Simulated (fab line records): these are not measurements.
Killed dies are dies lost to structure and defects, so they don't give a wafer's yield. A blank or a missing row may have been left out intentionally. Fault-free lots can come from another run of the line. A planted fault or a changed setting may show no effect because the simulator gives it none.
Matching of chambers    flow nand_harc    rie_diel-03 running NHARC_A_STAIRCASE_DESCUM_443: 4 sister chambers
The step chemistry O2, time 3 s. 8 wafers are shown with their chamber, then 9 later ones without.

## WAFERS, EACH WITH ITS CHAMBER
wafer   chamber  showerhead_plenum_p_Torr (Torr)  drypump_motor_current_A (A)
L078.4  1        1.85                             5.6
L083.6  0        1.95                             5.7
L084.1  3        1.88                             5.6
L084.4  1        1.85                             5.7
L084.5  2        1.96                             5.5
L087.3  2        1.95                             5.5
L087.5  3        1.88                             5.6
L087.6  0        1.94                             5.7

## WAFERS WITH NO CHAMBER GIVEN
wafer   showerhead_plenum_p_Torr (Torr)  drypump_motor_current_A (A)
L089.2  1.88                             5.6
L089.3  1.95                             5.5
L089.6  1.95                             5.5
L092.4  1.95                             5.5
L092.5  1.88                             5.5
L092.6  1.95                             5.5
L094.1  1.95                             5.5
L094.2  1.88                             5.6
L094.3  1.94                             5.7

## WHICH CHAMBER EACH WENT THROUGH
wafer   from the rows above  in truth
L089.2  3                    3
L089.3  2                    2
L089.6  2                    2
L092.4  2                    2
L092.5  3                    3
L092.6  2                    2
L094.1  2                    2
L094.2  3                    3
L094.3  0                    0
Correctly placed: 9 of 9. Left unplaced by these rows: 0. 0 placed wrongly.
How it was worked out, from the rows above alone: a wafer's distance from a chamber is the root of the sum, over the readings, of the square of ((its reading less the chamber's mean) divided by the reading's scatter). If the next closest chamber is less than 2 further off than the closest, the wafer can't be placed; otherwise it belongs to the closest. The mean given for a chamber averages the wafers shown for that chamber. The scatter: the root of (the sum of the squares of (reading less its chamber's mean) over the shown wafers, divided by (wafers less chambers)).
